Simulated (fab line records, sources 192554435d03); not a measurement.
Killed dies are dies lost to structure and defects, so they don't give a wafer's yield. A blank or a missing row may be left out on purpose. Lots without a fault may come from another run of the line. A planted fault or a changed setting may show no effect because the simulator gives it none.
Split-lot experiment | flow n5_finfet | 7 lots, 21 wafers read, on a route of 1938 steps

THE SPLIT
At N5_BEOL_M8_TRENCH_ETCH_37 (etches SiCOH lowk in C4F6/O2, target depth 93.478 nm, time 31.2 s), the setting bias_w was moved away from the recipe's 185 W on 6 of the 21 wafers read, by -15.2% to +11.4%. The other wafers ran this setting at the recipe's value.

The reading is taken at the split's own step.

THE READING
rf_vpp_V, in V, at N5_BEOL_M8_TRENCH_ETCH_37 (etches SiCOH lowk in C4F6/O2, target depth 93.478 nm, time 31.2 s). Fault-free wafers of this fab line usually give 669 V, standard deviation 9.1 V.

wafer  | tool, chamber at the split | bias_w as run, W | against the recipe | rf_vpp_V, V | against lot-mates on the recipe
L076.1 | rie_diel-01, 2             | 156.9            | -15.2%             | 571         | -100
L076.2 | rie_diel-01, 0             | 185              | recipe             | 672         | -
L076.5 | rie_diel-01, 0             | 185              | recipe             | 671         | -
L080.3 | rie_diel-06, 1             | 185              | recipe             | 653         | -
L080.5 | rie_diel-06, 0             | 185              | recipe             | 678         | -
L080.6 | rie_diel-06, 3             | 185              | recipe             | 664         | -
L088.2 | rie_diel-03, 2             | 185              | recipe             | 675         | -
L088.5 | rie_diel-03, 2             | 206.1            | +11.4%             | 735         | +67
L088.6 | rie_diel-03, 1             | 185              | recipe             | 661         | -
L089.2 | rie_diel-01, 0             | 185              | recipe             | 672         | -
L089.5 | rie_diel-01, 3             | 185              | recipe             | 669         | -
L089.6 | rie_diel-01, 1             | 185              | recipe             | 671         | -
L092.1 | rie_diel-06, 3             | 185              | recipe             | 662         | -
L092.3 | rie_diel-06, 1             | 185              | recipe             | 651         | -
L092.4 | rie_diel-06, 2             | 185              | recipe             | 681         | -
L095.1 | rie_diel-06, 3             | 185              | recipe             | 662         | -
L095.4 | rie_diel-06, 2             | 201.8            | +9.1%              | 728         | +66
L095.6 | rie_diel-06, 0             | 201.8            | +9.1%              | 727         | +65
L097.2 | rie_diel-03, 3             | 185              | recipe             | 678         | -
L097.3 | rie_diel-03, 2             | 171.5            | -7.3%              | 635         | -43
L097.6 | rie_diel-03, 2             | 171.5            | -7.3%              | 637         | -41

THE FIT
A straight line over all 21 wafers: rf_vpp_V changes by +5.99 V for each +1% of bias_w; r = +0.97; the points scatter about the line by 8.7 V.
The same after taking each lot's own level away (the mean of its wafers on the recipe; 21 wafers): +6.47 V for each +1%; r = +0.98; scatter 7.5 V.
On that fit, the largest move of bias_w shifts the reading by 98 V.
The lots' own levels span 662.0 to 678.0 V, that is 1.8 times the standard deviation above.
So the lot-to-lot level changes the slope little: the two slopes agree.
Check: with one of the wafers moved furthest among these (-15.2%) left out of the fit, the line predicts -95.6 V for it against its lot-mates. It came out at -100 V against them.
Tool readings at the split's step, against how far the setting was moved: rf_vpp_V r = +0.97.

OTHER SPLITS ON THESE WAFERS
These wafers also went through other splits before the reading. Each is held against what the fit with the lots' levels taken away leaves over:
other split on the same wafers       | wafers away from the commonest value | r with rf_vpp_V (lot level and that fit taken away)
N5_BEOL_M3_COAT_22 spin_rpm          | 10                                   | +0.20
N5_BEOL_M4_EXPOSE_08 dose_mj         | 8                                    | -0.42
N5_BEOL_M4_ETCH_64 bias_w            | 7                                    | +0.10
N5_BEOL_M4_TRENCH_ETCH_37 bias_w     | 8                                    | -0.04
N5_BEOL_M5_ETCH_68 time_s            | 7                                    | -0.23
N5_BEOL_M5_VIA_ETCH_34 source_w      | 7                                    | -0.13
N5_BEOL_M6_TRENCH_ETCH_37 bias_w     | 9                                    | +0.26
N5_BEOL_M6_ETCH_41 time_s            | 9                                    | -0.06
N5_BEOL_M8_COAT_05 spin_rpm          | 9                                    | +0.00
N5_BEOL_M8_DEVELOP_10 develop_time_s | 10                                   | +0.02
N5_BEOL_M8_ETCH_65 source_w          | 8                                    | +0.22

THE FILE'S OWN FIT
rf_vpp_V changes by +6.43 V for each +1% of bias_w, r = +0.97.
